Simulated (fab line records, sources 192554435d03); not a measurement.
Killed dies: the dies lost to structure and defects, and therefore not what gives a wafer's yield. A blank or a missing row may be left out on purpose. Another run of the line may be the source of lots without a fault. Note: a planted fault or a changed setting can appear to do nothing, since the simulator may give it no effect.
Matching of chambers	flow n5Finfet	N5_BEOL_M1_STRIP_36 on rieDiel-02: 4 sister chambers
The step strips in N2/H2. 4 wafers are shown with their chamber, then 7 later ones without.

WAFERS, EACH WITH ITS CHAMBER
wafer	chamber	throttleValvePct (%)
L074.1	2	23.72
L079.2	3	23.65
L085.2	0	24.23
L085.4	1	23.86

WAFERS WITHOUT THEIR CHAMBER
wafer	throttleValvePct (%)
L085.5	23.58
L089.1	23.66
L089.5	23.85
L089.6	24.24
L090.1	24.27
L090.2	23.57
L090.5	23.57

CHAMBER TAKEN BY EACH
wafer	from the rows above	in truth
L085.5	can't be placed: 3 or 2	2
L089.1	can't be placed: 3 or 2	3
L089.5	1	1
L089.6	0	0
L090.1	0	0
L090.2	can't be placed: 3 or 2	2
L090.5	can't be placed: 3 or 2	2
Correctly placed: 3 of 7. Not placeable from these rows: 4 (in 4, the candidates include the true chamber). Number placed wrongly: 0.
How it was worked out, from the rows above alone: a wafer's distance from a chamber is the root of the sum, over the readings, of the square of ((its reading less the chamber's mean) divided by the reading's scatter). The wafer belongs to the nearest chamber; if the next one is less than 2 further off, it can't be placed. Each chamber's mean is taken over the wafers shown for it. The scatter: root of mean squared gap, hidden wafer to nearest shown wafer, with one shown wafer a chamber.
